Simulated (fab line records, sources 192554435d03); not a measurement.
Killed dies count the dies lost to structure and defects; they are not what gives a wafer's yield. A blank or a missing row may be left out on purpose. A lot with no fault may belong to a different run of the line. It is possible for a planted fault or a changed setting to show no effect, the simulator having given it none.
Which tool did it? :: flow n5 finfet :: 26 wafers from 11 lots sampled at 5 of the route's 1938 steps

== WHAT THE GAUGES SHOWED, per wafer ==
N5_BEOL_M0_SAQP_CD_MEAS_25: the cd target is 13.1 nm.
lot: L352
measured: day 7 04:06
on: cd sem-02
cd nm (nm): 12.50 12.66 12.51

lot: L353
measured: day 7 04:15
on: cd sem-01
cd nm (nm): 12.84 12.89 12.60

lot: L355
measured: day 7 04:25
on: cd sem-03
cd nm (nm): 12.85 12.83 13.05

lot: L356
measured: day 7 05:09
on: cd sem-01
cd nm (nm): 12.76 12.77

lot: L357
measured: day 7 05:05
on: cd sem-03
cd nm (nm): 12.67 12.88

lot: L360
measured: day 7 22:49
on: cd sem-02
cd nm (nm): 15.63 15.70 13.02

lot: L361
measured: day 8 01:51
on: cd sem-02
cd nm (nm): 15.34

lot: L368
measured: day 9 22:09
on: cd sem-03
cd nm (nm): 12.85 12.97

lot: L370
measured: day 10 10:18
on: cd sem-01
cd nm (nm): 12.86 13.01

lot: L371
measured: day 10 16:20
on: cd sem-01
cd nm (nm): 13.12 13.28

lot: L373
measured: day 11 03:00
on: cd sem-01
cd nm (nm): 12.72 12.31 13.05

== WHICH TOOL RAN EACH LOT (tool, then ch and the chambers of the sampled wafers, then the start) ==
lot: L352
N5_BEOL_M0_SAQP_ILD_DEP_01: pecvd-01 ch 0,1, day 7 00:40
N5_BEOL_M0_SAQP_PECVD_96: pecvd-04 ch 0,1,2, day 7 00:52
N5_BEOL_M0_SAQP_SPACER1_ALD_98: ald sin-04 ch 0,1, day 7 03:21
N5_BEOL_M0_SAQP_SPACER1_ETCHBACK_99: rie diel-05 ch 0,1, day 7 03:54

lot: L353
N5_BEOL_M0_SAQP_ILD_DEP_01: pecvd-02 ch 0,1,2, day 7 00:43
N5_BEOL_M0_SAQP_PECVD_96: pecvd-02 ch 0,2, day 7 00:55
N5_BEOL_M0_SAQP_SPACER1_ALD_98: ald sin-01 ch 0,1, day 7 03:34
N5_BEOL_M0_SAQP_SPACER1_ETCHBACK_99: rie diel-05 ch 0,2,3, day 7 04:02

lot: L355
N5_BEOL_M0_SAQP_ILD_DEP_01: pecvd-04 ch 0,2, day 7 01:02
N5_BEOL_M0_SAQP_PECVD_96: pecvd-02 ch 0,1,2, day 7 01:14
N5_BEOL_M0_SAQP_SPACER1_ALD_98: ald sin-02 ch 1,2,3, day 7 03:44
N5_BEOL_M0_SAQP_SPACER1_ETCHBACK_99: rie diel-04 ch 1,2, day 7 04:13

lot: L356
N5_BEOL_M0_SAQP_ILD_DEP_01: pecvd-04 ch 0,1, day 7 01:14
N5_BEOL_M0_SAQP_PECVD_96: pecvd-01 ch 0, day 7 01:27
N5_BEOL_M0_SAQP_SPACER1_ALD_98: ald sin-01 ch 1,2, day 7 04:14
N5_BEOL_M0_SAQP_SPACER1_ETCHBACK_99: rie diel-05 ch 0,1, day 7 04:57

lot: L357
N5_BEOL_M0_SAQP_ILD_DEP_01: pecvd-01 ch 0,1, day 7 01:16
N5_BEOL_M0_SAQP_PECVD_96: pecvd-02 ch 0,1, day 7 01:29
N5_BEOL_M0_SAQP_SPACER1_ALD_98: ald sin-02 ch 2, day 7 04:12
N5_BEOL_M0_SAQP_SPACER1_ETCHBACK_99: rie diel-05 ch 1, day 7 04:53

lot: L360
N5_BEOL_M0_SAQP_ILD_DEP_01: pecvd-02 ch 1,2, day 7 19:26
N5_BEOL_M0_SAQP_PECVD_96: pecvd-01 ch 1,2, day 7 19:57
N5_BEOL_M0_SAQP_SPACER1_ALD_98: ald sin-01 ch 0,3, day 7 22:08
N5_BEOL_M0_SAQP_SPACER1_ETCHBACK_99: rie diel-05 ch 1,2, day 7 22:37

lot: L361
N5_BEOL_M0_SAQP_ILD_DEP_01: pecvd-04 ch 2, day 7 22:28
N5_BEOL_M0_SAQP_PECVD_96: pecvd-04 ch 2, day 7 22:41
N5_BEOL_M0_SAQP_SPACER1_ALD_98: ald sin-01 ch 3, day 8 01:24
N5_BEOL_M0_SAQP_SPACER1_ETCHBACK_99: rie diel-05 ch 1, day 8 01:41

lot: L368
N5_BEOL_M0_SAQP_ILD_DEP_01: pecvd-04 ch 0,1, day 9 17:49
N5_BEOL_M0_SAQP_PECVD_96: pecvd-04 ch 1, day 9 19:58
N5_BEOL_M0_SAQP_SPACER1_ALD_98: ald sin-04 ch 0,1, day 9 21:29
N5_BEOL_M0_SAQP_SPACER1_ETCHBACK_99: rie diel-02 ch 0,3, day 9 21:57

lot: L370
N5_BEOL_M0_SAQP_ILD_DEP_01: pecvd-01 ch 0,1, day 10 06:03
N5_BEOL_M0_SAQP_PECVD_96: pecvd-04 ch 0,1, day 10 08:05
N5_BEOL_M0_SAQP_SPACER1_ALD_98: ald sin-02 ch 0,2, day 10 09:38
N5_BEOL_M0_SAQP_SPACER1_ETCHBACK_99: rie diel-04 ch 0,1, day 10 10:06

lot: L371
N5_BEOL_M0_SAQP_ILD_DEP_01: pecvd-01 ch 0,1, day 10 11:25
N5_BEOL_M0_SAQP_PECVD_96: pecvd-04 ch 2, day 10 14:07
N5_BEOL_M0_SAQP_SPACER1_ALD_98: ald sin-04 ch 0,2, day 10 15:40
N5_BEOL_M0_SAQP_SPACER1_ETCHBACK_99: rie diel-02 ch 0,2, day 10 16:08

lot: L373
N5_BEOL_M0_SAQP_ILD_DEP_01: pecvd-01 ch 0,1,2, day 11 00:10
N5_BEOL_M0_SAQP_PECVD_96: pecvd-02 ch 0,1,2, day 11 00:48
N5_BEOL_M0_SAQP_SPACER1_ALD_98: ald sin-04 ch 0,1, day 11 02:20
N5_BEOL_M0_SAQP_SPACER1_ETCHBACK_99: rie diel-02 ch 0,2,3, day 11 02:48
- N5_BEOL_M0_SAQP_ILD_DEP_01: deposits SiOC from DEMS/O2, target thk 45.419 nm, time 8.7 s.
- N5_BEOL_M0_SAQP_PECVD_96: deposits a-Si from SiH4/He, target thk 45 nm, time 45.2 s.
- N5_BEOL_M0_SAQP_SPACER1_ALD_98: deposits SiO2, target thk 12.8 nm, pulse time 1 s, purge time 2 s.
- N5_BEOL_M0_SAQP_SPACER1_ETCHBACK_99: etches SiO2 in CHF3/O2, target depth 15.4 nm, time 7.7 s.

== THE ANSWER, worked out from the rows above alone ==
Rule: the lots themselves supply what counts as usual. Put in order of their means at a reading, lots are off if they are a third of the lots or fewer, leave a main group of 4 or more, and stand apart from it by a gap of 3 or more times the standard deviation of the main group's means; of several such gaps the widest counts. If all means in a main group match to the digits the tables above print for the reading, that group is not used. A lot without any number at a reading at which 4 lots or more have one is off too. The other lots that the step has rows for count as sound.
Off at N5_BEOL_M0_SAQP_CD_MEAS_25 (cd nm): L360, L361. For the main group the mean is 12.84 nm and the standard deviation 0.17.
A tool fits if, at a process step before that reading, it ran every lot that is off, and no sound lot after the first of them. Those tools and the gauges at N5_BEOL_M0_SAQP_CD_MEAS_25 are tried in the same way. Can't be told from this: 3 tools fit, ald sin-01 at N5_BEOL_M0_SAQP_SPACER1_ALD_98, rie diel-05 at N5_BEOL_M0_SAQP_SPACER1_ETCHBACK_99, cd sem-02 at N5_BEOL_M0_SAQP_CD_MEAS_25.

== WHAT THE SIMULATOR PUT IN ==
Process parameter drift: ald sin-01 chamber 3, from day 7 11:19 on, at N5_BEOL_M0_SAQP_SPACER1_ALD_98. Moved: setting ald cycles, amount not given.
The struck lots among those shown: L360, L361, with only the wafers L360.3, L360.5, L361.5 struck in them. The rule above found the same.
